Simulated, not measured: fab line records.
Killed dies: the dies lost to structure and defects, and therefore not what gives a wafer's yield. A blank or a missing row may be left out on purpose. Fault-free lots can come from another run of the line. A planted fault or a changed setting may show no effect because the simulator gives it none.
Code-filled problem report in 8D (eight disciplines) form | flow n5Finfet | the parts of the form that need people (team, actions taken, sign-off) are left out

## 1. THE PROBLEM
Mean VD_OVL at N5_MOL_CONTACT_COAG_OVL_MEAS_41: 5.8 nm over 6 wafers in 2 lots; fault-free wafers: -0.2 nm, standard deviation 0.62. That puts it +9.6 standard deviations away from the usual mean.
First seen on wafer L438.1, day 9 06:17, on overlay-01. At this step, 27 wafers from 9 lots have a number in the record. The rule behind "out" and "out of limits": a value lying over 4 standard deviations away from the usual mean. Any other wafer with a number is counted as sound.

## 2. WHAT IT IS, WHAT IT ISN'T
question                    | is                     | is not
which readings at this step | VD_OVL                 | -
which lots                  | L438, L440             | L423, L424, L429, L432, L442, L443, L445
which wafers of those lots  | all that have a number | -
read on which gauges        | overlay-01, overlay-02 | -
when                        | from day 9 06:17       | up to then (12 sound wafers); but 9 sound wafers of L442, L443, L445 came after

## 3. SUSPECTS, AND WHAT RULES EACH OUT
Counting: a tool at any process step up to the reading remains a suspect when it ran all the lots that are out and ran no sound lot after the first of those.
- ruled out: the gauge at N5_MOL_CONTACT_COAG_OVL_MEAS_41. 2 gauges (overlay-01, overlay-02) read the wafers that are out.
- euvScanner-02 at N5_MOL_CONTACT_COAG_EXPOSE_37 (exposes mask VD, defocus 0 nm): kept. Every lot that is out went through it, starting with L438 (day 9 06:07), and after that it ran no sound lot; the last sound lot it ran before then is L432 (day 7 18:02).
Left after counting: euvScanner-02 at N5_MOL_CONTACT_COAG_EXPOSE_37.

## 4. THE CAUSE (what the simulator had put in)
Scanner matching overlay: euvScanner-02, from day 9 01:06 on, at N5_MOL_CONTACT_COAG_EXPOSE_37. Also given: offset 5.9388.
Only this tool survived the counting.

## 5. SEQUENCE OF EFFECTS, ordered by route
Rows list readings where the struck wafers' mean (over those with a number) sits beyond 3 standard deviations from the usual. Only readings for which the record gives a usual standard deviation are gone through. hours: the time from each lot's start at the first step in this table that gives one to its start at this step, as a median over the lots. sigmas: the change in usual standard deviations.
hours | step                            | reading             | usual   | on struck wafers | change | sigmas
0     | N5_MOL_CONTACT_COAG_OVL_MEAS_41 | VD_OVL              | -0.2 nm | 5.8              | +6.0   | +9.6
206   | N5_PASSIVATION_PROBE_49         | defectLimitedYield  | 91.2 %  | 54.4             | -36.8  | -25
206   | N5_PASSIVATION_PROBE_49         | killedAtContacts    | 13      | 441              | +428   | +64
206   | N5_PASSIVATION_PROBE_49         | killedDies          | 103     | 538              | +435   | +26
206   | N5_PASSIVATION_PROBE_49         | killedOnRim         | 14      | 69               | +55    | +12
206   | N5_PASSIVATION_PROBE_49         | sort_bin_5_function | 5.2 %   | 23.5             | +18.3  | +19
206   | N5_PASSIVATION_PROBE_49         | sortNPass           | 1077    | 642              | -435   | -26
206   | N5_PASSIVATION_PROBE_49         | sortYieldPct        | 91.2 %  | 54.4             | -36.8  | -25
Process steps it contains:
- N5_PASSIVATION_PROBE_49
Later measuring or inspecting steps at which every struck wafer that the step has a row for has a number for every such reading, and none has moved that far: N5_BEOL_M4_RC_MEAS_101.

## 6. HOW IT WOULD HAVE BEEN CAUGHT EARLIER
In this record the first reading out of limits at a measuring or inspecting step was taken at day 9 06:17, 5 hours after the fault began at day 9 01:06.
Among the 2 lots that are out, L440 began N5_MOL_CONTACT_COAG_EXPOSE_37 on euvScanner-02 after day 9 06:17. Had the tool been put on hold then, it would have been spared.
